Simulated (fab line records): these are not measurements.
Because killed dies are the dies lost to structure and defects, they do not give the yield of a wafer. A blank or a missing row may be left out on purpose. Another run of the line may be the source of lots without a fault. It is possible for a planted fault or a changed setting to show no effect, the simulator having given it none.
What tool caused it? | flow nand-harc | 72 wafers from 24 lots sampled at 6 of the route's 1302 steps

== WHAT EACH GAUGE READ, for each wafer ==
NHARC_A_CHANNEL_FILL_D2_INSPECT_13. Usual: 391 for raw-defect-count, sd 120.
lot  | measured     | on                | raw-defect-count | flag
L074 | day 15 17:29 | defect-inspect-02 | 606 646 590      |
L075 | day 16 00:14 | defect-inspect-01 | 380 290 257      |
L076 | day 16 08:22 | defect-inspect-01 | 449 477 494      |
L077 | day 16 00:25 | defect-inspect-01 | 212 301 143      |
L078 | day 17 04:18 | defect-inspect-02 | 288 329 328      |
L079 | day 17 11:17 | defect-inspect-01 | 353 247 501      |
L080 | day 17 16:15 | defect-inspect-01 | 399 408 685      |
L081 | day 18 19:06 | defect-inspect-01 | 482 485 546      |
L082 | day 19 11:12 | defect-inspect-02 | 260 274 206      |
L084 | day 19 16:44 | defect-inspect-01 | 423 282 353      |
L083 | day 19 20:06 | defect-inspect-02 | 333 302 349      |
L085 | day 19 20:07 | defect-inspect-01 | 244 368 297      |
L086 | day 20 10:34 | defect-inspect-01 | 304 343 216      |
L087 | day 21 01:30 | defect-inspect-02 | 450 433 368      |
L089 | day 21 07:34 | defect-inspect-02 | 307 312 349      |
L088 | day 21 07:23 | defect-inspect-02 | 460 615 597      |
L090 | day 22 05:01 | defect-inspect-02 | 388 544 337      |
L091 | day 22 17:32 | defect-inspect-01 | 545 568 351      |
L092 | day 23 03:59 | defect-inspect-01 | 702 395 441      |
L093 | day 23 03:59 | defect-inspect-02 | 397 437 448      |
L094 | day 23 16:41 | defect-inspect-01 | 310 324 324      |
L095 | day 24 17:02 | defect-inspect-02 | 475 378 272      |
L097 | day 24 16:53 | defect-inspect-01 | 507 449 425      |
L096 | day 25 05:56 | defect-inspect-01 | 361 326 499      |

== TOOL THAT RAN EACH LOT (tool first, then ch and the chambers of the sampled wafers, then the start) ==
lot  | NHARC_A_CHANNEL_FILL_D1_ETCHBACK_08           | NHARC_A_DECK1_JOINT_CMP_02    | NHARC_A_CHANNEL_HOLE_D2_ETCH_38    | NHARC_A_CHANNEL_HOLE_D2_ETCH_34               | NHARC_A_CHANNEL_FILL_D2_STRIP_28
L074 | rie-diel-09 ch 1,2, day 12 17:46 or earlier   | cmp-01 ch 0,2, day 12 17:46   | rie-diel-04 ch 2,3, day 13 10:27   | rie-diel-04 ch 0,1,3, day 14 17:49 or earlier | rie-diel-06 ch 0,1,2, day 14 17:49
L075 | rie-diel-09 ch 1,2, day 12 17:55 or earlier   | cmp-01 ch 0,1,3, day 12 17:55 | rie-diel-02 ch 1,2,3, day 13 10:37 | rie-diel-02 ch 0,1,2, day 15 00:20 or earlier | rie-diel-01 ch 1,2,3, day 15 00:20
L076 | rie-diel-12 ch 1,2,3, day 13 00:27 or earlier | cmp-04 ch 0,1,2, day 13 00:27 | rie-diel-04 ch 1,3, day 13 21:02   | rie-diel-04 ch 1,2, day 15 08:40 or earlier   | rie-diel-03 ch 1,3, day 15 08:40
L077 | rie-diel-09 ch 1,3, day 13 00:30 or earlier   | cmp-01 ch 0,1,3, day 13 00:30 | rie-diel-02 ch 0,1,2, day 13 19:03 | rie-diel-02 ch 1,2, day 15 00:20 or earlier   | rie-diel-06 ch 1,2, day 15 00:20
L078 | rie-diel-08 ch 0,1,2, day 13 21:53 or earlier | cmp-02 ch 0,1,2, day 13 21:53 | rie-diel-04 ch 0,1,2, day 14 15:45 | rie-diel-04 ch 0,2,3, day 16 04:35 or earlier | rie-diel-06 ch 0,1,2, day 16 04:35
L079 | rie-diel-08 ch 0,2,3, day 14 03:29 or earlier | cmp-02 ch 0,1,2, day 14 03:29 | rie-diel-04 ch 2,3, day 14 22:22   | rie-diel-04 ch 0,1,2, day 16 11:25 or earlier | rie-diel-06 ch 1,2,3, day 16 11:25
L080 | rie-diel-09 ch 0,1, day 14 16:23 or earlier   | cmp-04 ch 0,1,3, day 14 16:23 | rie-diel-02 ch 1,2, day 15 09:31   | rie-diel-02 ch 2,3, day 16 16:57 or earlier   | rie-diel-03 ch 0,2, day 16 16:57
L081 | rie-diel-12 ch 1,3, day 15 11:02 or earlier   | cmp-02 ch 1,2,3, day 15 11:02 | rie-diel-04 ch 0,1,2, day 16 06:05 | rie-diel-04 ch 0,2,3, day 17 18:26 or earlier | rie-diel-06 ch 0,1,3, day 17 18:26
L082 | rie-diel-12 ch 1,2,3, day 16 07:47 or earlier | cmp-01 ch 1,2,3, day 16 07:47 | rie-diel-10 ch 1,2,3, day 17 01:35 | rie-diel-10 ch 2,3, day 18 11:41 or earlier   | rie-diel-01 ch 1,2,3, day 18 11:41
L084 | rie-diel-08 ch 1,2, day 16 07:47 or earlier   | cmp-04 ch 1,3, day 16 07:47   | rie-diel-02 ch 0,1,3, day 17 03:22 | rie-diel-02 ch 0,3, day 18 15:52 or earlier   | rie-diel-03 ch 0,1, day 18 15:52
L083 | rie-diel-08 ch 0,3, day 16 14:25 or earlier   | cmp-02 ch 2,3, day 16 14:25   | rie-diel-04 ch 0,1,2, day 17 12:41 | rie-diel-04 ch 1,2, day 18 20:45 or earlier   | rie-diel-01 ch 0,1,3, day 18 20:45
L085 | rie-diel-09 ch 0,2,3, day 16 21:26 or earlier | cmp-02 ch 2,3, day 16 21:26   | rie-diel-04 ch 0,3, day 17 16:26   | rie-diel-04 ch 1,2,3, day 18 20:46 or earlier | rie-diel-06 ch 0,1,2, day 18 20:46
L086 | rie-diel-08 ch 0,2,3, day 17 04:20 or earlier | cmp-04 ch 0,1, day 17 04:20   | rie-diel-04 ch 0,2,3, day 18 00:30 | rie-diel-04 ch 0,1,2, day 19 08:34 or earlier | rie-diel-03 ch 1,2,3, day 19 08:34
L087 | rie-diel-08 ch 0,2,3, day 17 20:28 or earlier | cmp-01 ch 0,1,2, day 17 20:28 | rie-diel-04 ch 0,1,2, day 18 17:17 | rie-diel-04 ch 1,3, day 20 01:53 or earlier   | rie-diel-01 ch 0,1,3, day 20 01:53
L089 | rie-diel-12 ch 0,2,3, day 18 03:14 or earlier | cmp-01 ch 0,2, day 18 03:14   | rie-diel-02 ch 0,2, day 18 20:19   | rie-diel-02 ch 0,1,2, day 20 10:23 or earlier | rie-diel-01 ch 0,1,3, day 20 10:23
L088 | rie-diel-09 ch 1,2,3, day 18 03:13 or earlier | cmp-02 ch 0,1,2, day 18 03:13 | rie-diel-04 ch 1,2,3, day 18 19:47 | rie-diel-04 ch 0,2,3, day 20 07:17 or earlier | rie-diel-06 ch 0,1,3, day 20 07:17
L090 | rie-diel-08 ch 0,1,2, day 19 01:17 or earlier | cmp-04 ch 2,3, day 19 01:17   | rie-diel-04 ch 0,3, day 19 18:42   | rie-diel-04 ch 0,1,3, day 21 03:23 or earlier | rie-diel-06 ch 1,2,3, day 21 03:23
L091 | rie-diel-08 ch 1,2,3, day 19 13:38 or earlier | cmp-01 ch 0,2,3, day 19 13:38 | rie-diel-02 ch 0,3, day 20 06:24   | rie-diel-02 ch 1,2, day 21 14:04 or earlier   | rie-diel-06 ch 0,2,3, day 21 14:04
L092 | rie-diel-08 ch 0,1,3, day 20 01:56 or earlier | cmp-04 ch 0,1,2, day 20 01:56 | rie-diel-10 ch 0,1,3, day 20 20:04 | rie-diel-10 ch 0,1, day 22 03:43 or earlier   | rie-diel-03 ch 0,1, day 22 03:43
L093 | rie-diel-09 ch 0,2,3, day 20 01:58 or earlier | cmp-02 ch 0,1,2, day 20 01:58 | rie-diel-04 ch 1,2,3, day 20 19:55 | rie-diel-04 ch 0,1,3, day 22 03:46 or earlier | rie-diel-06 ch 1,2,3, day 22 03:46
L094 | rie-diel-08 ch 0,3, day 20 15:41 or earlier   | cmp-04 ch 1,2, day 20 15:41   | rie-diel-02 ch 0,2, day 21 09:32   | rie-diel-02 ch 0,1,3, day 22 16:45 or earlier | rie-diel-06 ch 0,2,3, day 22 16:45
L095 | rie-diel-12 ch 1,2,3, day 21 14:38 or earlier | cmp-01 ch 0,1,3, day 21 14:38 | rie-diel-10 ch 0,1,2, day 22 07:40 | rie-diel-10 ch 0,1,2, day 23 15:50 or earlier | rie-diel-06 ch 0,2,3, day 23 15:50
L097 | rie-diel-08 ch 1,2, day 21 14:41 or earlier   | cmp-02 ch 0,2,3, day 21 14:41 | rie-diel-02 ch 2,3, day 22 07:49   | rie-diel-02 ch 0,1,3, day 23 19:29 or earlier | rie-diel-03 ch 0,1,2, day 23 19:29
L096 | rie-diel-12 ch 1,3, day 22 01:37 or earlier   | cmp-02 ch 0,2,3, day 22 01:37 | rie-diel-04 ch 1,2, day 22 20:38   | rie-diel-04 ch 2,3, day 24 03:54 or earlier   | rie-diel-06 ch 0,1, day 24 03:54
- NHARC_A_CHANNEL_FILL_D1_ETCHBACK_08: etches the open film in C4F8, target depth 220 nm, time 110 s.
- NHARC_A_DECK1_JOINT_CMP_02: polishes SiOx.
- NHARC_A_CHANNEL_HOLE_D2_ETCH_38: etches the open film in CF4, target depth 39 nm, time 65 s.
- NHARC_A_CHANNEL_HOLE_D2_ETCH_34: etches the open film in CF4/CHF3, target depth 154 nm, time 77 s.
- NHARC_A_CHANNEL_FILL_D2_STRIP_28: strips in O2, time 20 s.

== AS READ BY THE TOOLS THEMSELVES (means over the sampled wafers that have a number; for cases with no such wafer, the mark the record gives instead) ==
NHARC_A_CHANNEL_FILL_D1_ETCHBACK_08. Usual: oes-product-au 0.96 a.u., standard deviation 0.038; rf-vpp-V 440.2 V, standard deviation 2.4.
lot  | tool        | oes-product-au (a.u.) | rf-vpp-V (V) | flag
L074 | rie-diel-09 | 0.99                  | 438.6        |
L075 | rie-diel-09 | 1.00                  | 439.1        |
L076 | rie-diel-12 | 0.93                  | 443.5        |
L077 | rie-diel-09 | 0.92                  | 437.0        |
L078 | rie-diel-08 | 0.93                  | 440.8        |
L079 | rie-diel-08 | 0.93                  | 439.6        |
L080 | rie-diel-09 | 1.00                  | 440.1        |
L081 | rie-diel-12 | 0.93                  | 442.5        |
L082 | rie-diel-12 | 0.93                  | 442.9        |
L084 | rie-diel-08 | 0.92                  | 439.4        |
L083 | rie-diel-08 | 0.92                  | 440.5        |
L085 | rie-diel-09 | 1.00                  | 438.8        |
L086 | rie-diel-08 | 1.00                  | 441.0        |
L087 | rie-diel-08 | 0.92                  | 440.6        |
L089 | rie-diel-12 | 1.01                  | 443.1        |
L088 | rie-diel-09 | 0.99                  | 438.3        |
L090 | rie-diel-08 | 1.00                  | 440.2        |
L091 | rie-diel-08 | 0.93                  | 439.3        |
L092 | rie-diel-08 | 0.93                  | 439.4        |
L093 | rie-diel-09 | 0.91                  | 439.9        |
L094 | rie-diel-08 | 0.93                  | 440.9        |
L095 | rie-diel-12 | 1.00                  | 442.4        |
L097 | rie-diel-08 | 1.00                  | 440.5        |
L096 | rie-diel-12 | 1.00                  | 442.2        |

NHARC_A_DECK1_JOINT_CMP_02. Usual: motor-current-A 11.5 A, standard deviation 1; pad-life-wafers 202, standard deviation 110; retaining-ring-pressure-frac 1.000, standard deviation 0.0055.
lot  | tool   | motor-current-A (A) | pad-life-wafers | retaining-ring-pressure-frac | flag
L074 | cmp-01 | 11.6                | 350             | 1.002                        |
L075 | cmp-01 | 12.0                | 356             | 0.993                        |
L076 | cmp-04 | 11.6                | 338             | 0.996                        |
L077 | cmp-01 | 12.1                | 9               | 1.000                        |
L078 | cmp-02 | 12.0                | 308             | 0.999                        |
L079 | cmp-02 | 11.5                | 326             | 1.002                        |
L080 | cmp-04 | 10.9                | 50              | 1.000                        |
L081 | cmp-02 | 10.7                | 62              | 0.996                        |
L082 | cmp-01 | 11.7                | 283             | 1.002                        |
L084 | cmp-04 | 11.3                | 199             | 1.001                        |
L083 | cmp-02 | 11.1                | 144             | 1.002                        |
L085 | cmp-02 | 10.7                | 168             | 1.004                        |
L086 | cmp-04 | 10.4                | 282             | 1.004                        |
L087 | cmp-01 | 11.6                | 56              | 0.999                        |
L089 | cmp-01 | 11.6                | 86              | 1.000                        |
L088 | cmp-02 | 11.5                | 296             | 0.997                        |
L090 | cmp-04 | 13.1                | 108             | 1.001                        |
L091 | cmp-01 | 11.5                | 224             | 1.004                        |
L092 | cmp-04 | 11.0                | 206             | 1.001                        |
L093 | cmp-02 | 11.4                | 111             | 0.998                        |
L094 | cmp-04 | 12.5                | 266             | 1.001                        |
L095 | cmp-01 | 11.7                | 44              | 1.003                        |
L097 | cmp-02 | 11.5                | 261             | 0.998                        |
L096 | cmp-02 | 11.9                | 308             | 1.000                        |

NHARC_A_CHANNEL_HOLE_D2_ETCH_38. Usual: drypump-motor-current-A 5.8 A, standard deviation 0.32; oes-product-au 1.001 a.u., standard deviation 0.0069; rf-vpp-V 150.9 V, standard deviation 1.2; showerhead-plenum-p-Torr 1.73 Torr, standard deviation 0.067; throttle-valve-pct 13.284 %, standard deviation 0.0087.
lot  | tool        | drypump-motor-current-A (A) | oes-product-au (a.u.) | rf-vpp-V (V) | showerhead-plenum-p-Torr (Torr) | throttle-valve-pct (%) | flag
L074 | rie-diel-04 | 6.0                         | 1.000                 | 150.5        | 1.70                            | 13.288                 |
L075 | rie-diel-02 | 5.5                         | 0.994                 | 151.8        | 1.78                            | 13.273                 |
L076 | rie-diel-04 | 6.2                         | 1.005                 | 150.0        | 1.68                            | 13.287                 |
L077 | rie-diel-02 | 5.7                         | 1.003                 | 152.2        | 1.78                            | 13.280                 |
L078 | rie-diel-04 | 5.9                         | 1.006                 | 150.5        | 1.70                            | 13.280                 |
L079 | rie-diel-04 | 6.1                         | 1.006                 | 151.3        | 1.71                            | 13.281                 |
L080 | rie-diel-02 | 5.7                         | 0.992                 | 150.8        | 1.77                            | 13.289                 |
L081 | rie-diel-04 | 6.0                         | 1.002                 | 150.3        | 1.69                            | 13.289                 |
L082 | rie-diel-10 | 5.6                         | 0.998                 | 150.8        | 1.72                            | 13.287                 |
L084 | rie-diel-02 | 5.4                         | 0.998                 | 152.0        | 1.84                            | 13.292                 |
L083 | rie-diel-04 | 5.9                         | 0.992                 | 150.9        | 1.69                            | 13.287                 |
L085 | rie-diel-04 | 5.9                         | 1.002                 | 150.9        | 1.71                            | 13.278                 |
L086 | rie-diel-04 | 5.9                         | 1.008                 | 151.0        | 1.71                            | 13.276                 |
L087 | rie-diel-04 | 5.9                         | 1.000                 | 150.4        | 1.69                            | 13.281                 |
L089 | rie-diel-02 | 5.8                         | 0.997                 | 150.8        | 1.72                            | 13.285                 |
L088 | rie-diel-04 | 6.1                         | 1.002                 | 150.2        | 1.69                            | 13.285                 |
L090 | rie-diel-04 | 5.9                         | 1.002                 | 149.9        | 1.71                            | 13.294                 |
L091 | rie-diel-02 | 5.2                         | 0.992                 | 151.7        | 1.84                            | 13.280                 |
L092 | rie-diel-10 | 5.8                         | 1.006                 | 152.0        | 1.73                            | 13.282                 |
L093 | rie-diel-04 | 6.1                         | 0.997                 | 150.6        | 1.69                            | 13.279                 |
L094 | rie-diel-02 | 5.6                         | 0.998                 | 151.7        | 1.78                            | 13.280                 |
L095 | rie-diel-10 | 5.8                         | 1.000                 | 151.6        | 1.76                            | 13.287                 |
L097 | rie-diel-02 | 5.6                         | 1.005                 | 150.6        | 1.72                            | 13.277                 |
L096 | rie-diel-04 | 6.1                         | 1.005                 | 150.3        | 1.69                            | 13.286                 |

NHARC_A_CHANNEL_HOLE_D2_ETCH_34. Usual: chf3-flow-sccm 30.00 sccm, standard deviation 0.087; drypump-motor-current-A 5.8 A, standard deviation 0.31; oes-product-au 0.958 a.u., standard deviation 0.018; rf-vpp-V 369.6 V, standard deviation 2.2; showerhead-plenum-p-Torr 1.54 Torr, standard deviation 0.06; throttle-valve-pct 16.802 %, standard deviation 0.01.
lot  | tool        | chf3-flow-sccm (sccm) | drypump-motor-current-A (A) | oes-product-au (a.u.) | rf-vpp-V (V) | showerhead-plenum-p-Torr (Torr) | throttle-valve-pct (%) | flag
L074 | rie-diel-04 | 30.06                 | 5.9                         | 0.967                 | 368.1        | 1.51                            | 16.803                 |
L075 | rie-diel-02 | 29.95                 | 5.7                         | 0.926                 | 370.9        | 1.58                            | 16.808                 |
L076 | rie-diel-04 | 30.02                 | 6.2                         | 0.929                 | 367.8        | 1.49                            | 16.804                 |
L077 | rie-diel-02 | 29.94                 | 5.8                         | 0.964                 | 368.2        | 1.53                            | 16.795                 |
L078 | rie-diel-04 | 29.95                 | 5.9                         | 0.980                 | 369.3        | 1.52                            | 16.814                 |
L079 | rie-diel-04 | 29.94                 | 5.9                         | 0.922                 | 369.0        | 1.50                            | 16.800                 |
L080 | rie-diel-02 | 30.08                 | 5.6                         | 0.960                 | 369.6        | 1.53                            | 16.802                 |
L081 | rie-diel-04 | 29.96                 | 5.9                         | 0.967                 | 369.6        | 1.52                            | 16.800                 |
L082 | rie-diel-10 | 29.97                 | 5.5                         | 0.956                 | 368.4        | 1.52                            | 16.801                 |
L084 | rie-diel-02 | 29.99                 | 5.2                         | 0.917                 | 372.9        | 1.64                            | 16.798                 |
L083 | rie-diel-04 | 30.03                 | 6.1                         | 0.956                 | 368.3        | 1.50                            | 16.799                 |
L085 | rie-diel-04 | 29.96                 | 6.0                         | 0.957                 | 367.8        | 1.50                            | 16.810                 |
L086 | rie-diel-04 | 29.99                 | 5.9                         | 0.972                 | 368.3        | 1.50                            | 16.799                 |
L087 | rie-diel-04 | 29.92                 | 6.1                         | 0.968                 | 368.4        | 1.50                            | 16.810                 |
L089 | rie-diel-02 | 29.96                 | 5.7                         | 0.951                 | 371.2        | 1.58                            | 16.809                 |
L088 | rie-diel-04 | 29.97                 | 5.9                         | 0.978                 | 368.3        | 1.52                            | 16.790                 |
L090 | rie-diel-04 | 29.98                 | 5.9                         | 0.969                 | 368.4        | 1.51                            | 16.794                 |
L091 | rie-diel-02 | 30.05                 | 5.7                         | 0.955                 | 371.2        | 1.57                            | 16.809                 |
L092 | rie-diel-10 | 30.08                 | 5.9                         | 0.965                 | 369.5        | 1.55                            | 16.802                 |
L093 | rie-diel-04 | 30.07                 | 6.0                         | 0.966                 | 368.2        | 1.51                            | 16.804                 |
L094 | rie-diel-02 | 30.02                 | 5.4                         | 0.959                 | 372.9        | 1.63                            | 16.806                 |
L095 | rie-diel-10 | 29.94                 | 5.7                         | 0.959                 | 370.9        | 1.56                            | 16.796                 |
L097 | rie-diel-02 | 30.08                 | 5.4                         | 0.968                 | 372.9        | 1.63                            | 16.808                 |
L096 | rie-diel-04 | 30.00                 | 6.0                         | 0.976                 | 368.7        | 1.52                            | 16.817                 |

NHARC_A_CHANNEL_FILL_D2_STRIP_28. Usual: drypump-motor-current-A 5.8 A, standard deviation 0.49; oes-product-au 0.999 a.u., standard deviation 0.0071; rf-vpp-V 57.8 V, standard deviation 0.91; showerhead-plenum-p-Torr 3.49 Torr, standard deviation 0.16; throttle-valve-pct 17.036 %, standard deviation 0.0098.
lot  | tool        | drypump-motor-current-A (A) | oes-product-au (a.u.) | rf-vpp-V (V) | showerhead-plenum-p-Torr (Torr) | throttle-valve-pct (%) | flag
L074 | rie-diel-06 | 6.1                         | 0.996                 | 57.2         | 3.53                            | 17.034                 |
L075 | rie-diel-01 | 5.8                         | 0.999                 | 57.8         | 3.53                            | 17.026                 |
L076 | rie-diel-03 | 5.2                         | 0.991                 | 57.9         | 3.53                            | 17.044                 |
L077 | rie-diel-06 | 6.3                         | 1.008                 | 57.8         | 3.49                            | 17.030                 |
L078 | rie-diel-06 | 6.0                         | 0.998                 | 57.8         | 3.53                            | 17.038                 |
L079 | rie-diel-06 | 5.9                         | 0.997                 | 57.8         | 3.48                            | 17.035                 |
L080 | rie-diel-03 | 5.8                         | 0.998                 | 57.5         | 3.37                            | 17.043                 |
L081 | rie-diel-06 | 5.7                         | 0.999                 | 57.8         | 3.52                            | 17.044                 |
L082 | rie-diel-01 | 5.8                         | 1.000                 | 58.3         | 3.52                            | 17.030                 |
L084 | rie-diel-03 | 5.2                         | 1.000                 | 58.6         | 3.44                            | 17.034                 |
L083 | rie-diel-01 | 5.9                         | 0.987                 | 58.4         | 3.61                            | 17.036                 |
L085 | rie-diel-06 | 6.0                         | 0.995                 | 58.5         | 3.53                            | 17.045                 |
L086 | rie-diel-03 | 5.5                         | 0.999                 | 58.3         | 3.49                            | 17.045                 |
L087 | rie-diel-01 | 5.9                         | 0.998                 | 57.5         | 3.61                            | 17.033                 |
L089 | rie-diel-01 | 5.9                         | 0.997                 | 57.7         | 3.61                            | 17.040                 |
L088 | rie-diel-06 | 5.7                         | 1.003                 | 57.7         | 3.52                            | 17.042                 |
L090 | rie-diel-06 | 6.0                         | 0.999                 | 57.8         | 3.48                            | 17.043                 |
L091 | rie-diel-06 | 6.0                         | 0.999                 | 56.9         | 3.38                            | 17.035                 |
L092 | rie-diel-03 | 5.2                         | 0.994                 | 58.1         | 3.44                            | 17.031                 |
L093 | rie-diel-06 | 5.9                         | 0.997                 | 58.3         | 3.48                            | 17.045                 |
L094 | rie-diel-06 | 6.0                         | 0.998                 | 57.5         | 3.38                            | 17.045                 |
L095 | rie-diel-06 | 6.0                         | 1.003                 | 56.9         | 3.38                            | 17.033                 |
L097 | rie-diel-03 | 5.5                         | 1.008                 | 58.5         | 3.40                            | 17.038                 |
L096 | rie-diel-06 | 5.8                         | 1.002                 | 58.0         | 3.56                            | 17.043                 |

== THE ANSWER, worked out from the rows above alone ==
Rule: take the mean of a lot's wafers that have a number; if it is more than 3 standard deviations from the usual mean, the lot is off. Also off: a lot with no number at a reading for which 4 or more lots have one. All remaining lots with rows at the step are treated as sound. Order of review: gauges by route order, followed by the tools' own readings, for which a lot's mean as printed above is used. The first step at which some lot is off is used, and at that step the reading that is off furthest; a lot without a number counts as furthest.
No lot is off at any reading shown: from this, nothing can be told.

== WHAT THE SIMULATOR PUT IN ==
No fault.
